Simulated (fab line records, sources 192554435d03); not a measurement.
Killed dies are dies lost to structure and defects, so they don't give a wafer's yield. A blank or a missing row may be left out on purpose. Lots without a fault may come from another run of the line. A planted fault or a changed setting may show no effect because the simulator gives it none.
Split-lot experiment | flow n5_finfet | 7 lots, 39 wafers read, on a route of 1938 steps

THE SPLIT
At N5_BEOL_M15_ILD_DEP_00 (deposits SiO2 from TEOS/O2, target thk 1629.3 nm, time 346.1 s), the setting time_s was moved away from the recipe's 346.1 s on 15 of the 39 wafers read, by -53.4% to +45.4%. The other wafers ran this setting at the recipe's value.

FROM THE SPLIT TO THE READING: what the file shows between them, 10 steps
- N5_BEOL_M15_THK_MEAS_01
- N5_BEOL_M15_COAT_58: time 60 s, resist thk 89 nm
- N5_BEOL_M15_COAT_04: resist thk 800 nm
- N5_BEOL_M15_DESCUM_15: chemistry O2, time 7.9 s
- N5_BEOL_M15_ETCH_59: etches BARC in N2/H2, target depth 89 nm, overetch 26.7 nm, time 67.9 s
- N5_BEOL_M15_VIA_ETCH_16: etches SiO2 in C4F8/O2/Ar, target depth 1792.2 nm
- N5_BEOL_M15_STRIP_63: strips in O2
- N5_BEOL_M15_STRIP_64: strips in O2
- N5_BEOL_M15_STRIP_65: strips in post etch residue remover, time 60 s
- N5_BEOL_M15_SRD_66: time 30 s, dry time 30 s

THE READING
cd_nm, in nm, at N5_BEOL_M15_CD_MEAS_17 (target cd 360 nm). Fault-free wafers of this fab line usually give 361.1 nm, standard deviation 1.9 nm.

wafer  | tool, chamber at the split | time_s as run, s | against the recipe | cd_nm, nm | against lot-mates on the recipe
L077.1 | pecvd-02, 0                | 503.1            | +45.4%             | 369.1     | +8.7
L077.2 | pecvd-02, 1                | 346.1            | recipe             | 359.3     | -
L077.3 | pecvd-02, 2                | 503.1            | +45.4%             | 368.6     | +8.2
L077.4 | pecvd-02, 0                | 346.1            | recipe             | 359.7     | -
L077.5 | pecvd-02, 2                | 346.1            | recipe             | 362.3     | -
L077.6 | pecvd-02, 1                | 503.1            | +45.4%             | 368.5     | +8.1
L078.1 | pecvd-02, 2                | 346.1            | recipe             | 361.5     | -
L078.2 | pecvd-02, 1                | 346.1            | recipe             | 360.7     | -
L078.3 | pecvd-02, 0                | 177.5            | -48.7%             | 352.2     | -10.1
L078.4 | pecvd-02, 1                | 177.5            | -48.7%             | 352.6     | -9.7
L078.5 | pecvd-02, 2                | 346.1            | recipe             | 364.6     | -
L078.6 | pecvd-02, 0                | 177.5            | -48.7%             | 355.0     | -7.3
L080.1 | pecvd-04, 1                | 161.2            | -53.4%             | 356.5     | -5.8
L080.2 | pecvd-04, 2                | 161.2            | -53.4%             | 354.1     | -8.2
L080.3 | pecvd-04, 0                | 346.1            | recipe             | 361.9     | -
L080.4 | pecvd-04, 2                | 346.1            | recipe             | 363.0     | -
L080.5 | pecvd-04, 0                | 161.2            | -53.4%             | 352.3     | -10.0
L080.6 | pecvd-04, 1                | 346.1            | recipe             | 361.9     | -
L083.1 | pecvd-03, 0                | 441.9            | +27.7%             | 366.6     | +3.6
L083.2 | pecvd-03, 2                | 346.1            | recipe             | 363.8     | -
L083.3 | pecvd-03, 1                | 346.1            | recipe             | 362.7     | -
L083.4 | pecvd-03, 2,1              | 441.9            | +27.7%             | 367.7     | +4.7
L083.5 | pecvd-03, 2,1              | 441.9            | +27.7%             | 363.6     | +0.6
L083.6 | pecvd-03, 0                | 346.1            | recipe             | 362.4     | -
L086.1 | pecvd-02, 1                | 346.1            | recipe             | 360.7     | -
L086.2 | pecvd-02, 0,2              | 346.1            | recipe             | 363.2     | -
L086.3 | pecvd-02, 0,2              | 346.1            | recipe             | 359.6     | -
L090.1 | pecvd-03, 2,1              | 346.1            | recipe             | 358.2     | -
L090.2 | pecvd-03, 2,1              | 346.1            | recipe             | 361.9     | -
L090.3 | pecvd-03, 0                | 346.1            | recipe             | 360.0     | -
L090.4 | pecvd-03, 2                | 346.1            | recipe             | 361.4     | -
L090.5 | pecvd-03, 0                | 346.1            | recipe             | 361.5     | -
L090.6 | pecvd-03, 1                | 346.1            | recipe             | 360.4     | -
L094.1 | pecvd-03, 2                | 168.7            | -51.3%             | 350.5     | -8.3
L094.2 | pecvd-03, 1                | 346.1            | recipe             | 359.2     | -
L094.3 | pecvd-03, 2                | 168.7            | -51.3%             | 348.6     | -10.2
L094.4 | pecvd-03, 1                | 346.1            | recipe             | 357.9     | -
L094.5 | pecvd-03, 1                | 346.1            | recipe             | 359.4     | -
L094.6 | pecvd-03, 2                | 168.7            | -51.3%             | 353.0     | -5.8
Where a row lists several chambers, the file gives one row for several wafers and doesn't say which wafer went through which chamber.

THE FIT
A straight line over all 39 wafers: cd_nm changes by +0.165 nm for each +1% of time_s; r = +0.93; the points scatter about the line by 1.8 nm.
The same after taking each lot's own level away (the mean of its wafers on the recipe; 39 wafers): +0.163 nm for each +1%; r = +0.95; scatter 1.5 nm.
On that fit, the largest move of time_s shifts the reading by 8.7 nm.
The lots' own levels span 358.83 to 362.97 nm, that is 2.2 times the standard deviation above.
So the lot-to-lot level changes the slope little: the two slopes agree.
Check: with one of the wafers moved furthest among these (-53.4%) left out of the fit, the line predicts -9.07 nm for it against its lot-mates. It came out at -5.77 nm against them.

THE WHOLE CHAIN: every reading that the file lists as answering this split, in the file's order
step                    | what it does                                                   | reading                                                                             | change (the file's fit)               | r (the file's)
N5_BEOL_M15_ILD_DEP_00  | deposits SiO2 from TEOS/O2, target thk 1629.3 nm, time 346.1 s | SiO2_of_BEOL_M15_ILD_DEP_00.thk_nm (the simulator's own value, which no gauge read) | +16.1 nm for each +1% of the setting  | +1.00
N5_BEOL_M15_THK_MEAS_01 |                                                                | M15_ILD_THK                                                                         | +16.1 for each +1% of the setting     | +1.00
N5_BEOL_M15_VIA_ETCH_16 | etches SiO2 in C4F8/O2/Ar, target depth 1792.2 nm              | etch.depth_nm (the simulator's own value, which no gauge read)                      | +16.1 nm for each +1% of the setting  | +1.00
N5_BEOL_M15_VIA_ETCH_16 | etches SiO2 in C4F8/O2/Ar, target depth 1792.2 nm              | coat_of_BEOL_M15_COAT_04.thk_nm (the simulator's own value, which no gauge read)    | -3.77 nm for each +1% of the setting  | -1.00
N5_BEOL_M15_CD_MEAS_17  | target cd 360 nm                                               | cd_nm                                                                               | +0.163 nm for each +1% of the setting | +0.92

THE FILE'S OWN FIT
cd_nm changes by +0.163 nm for each +1% of time_s, r = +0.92.
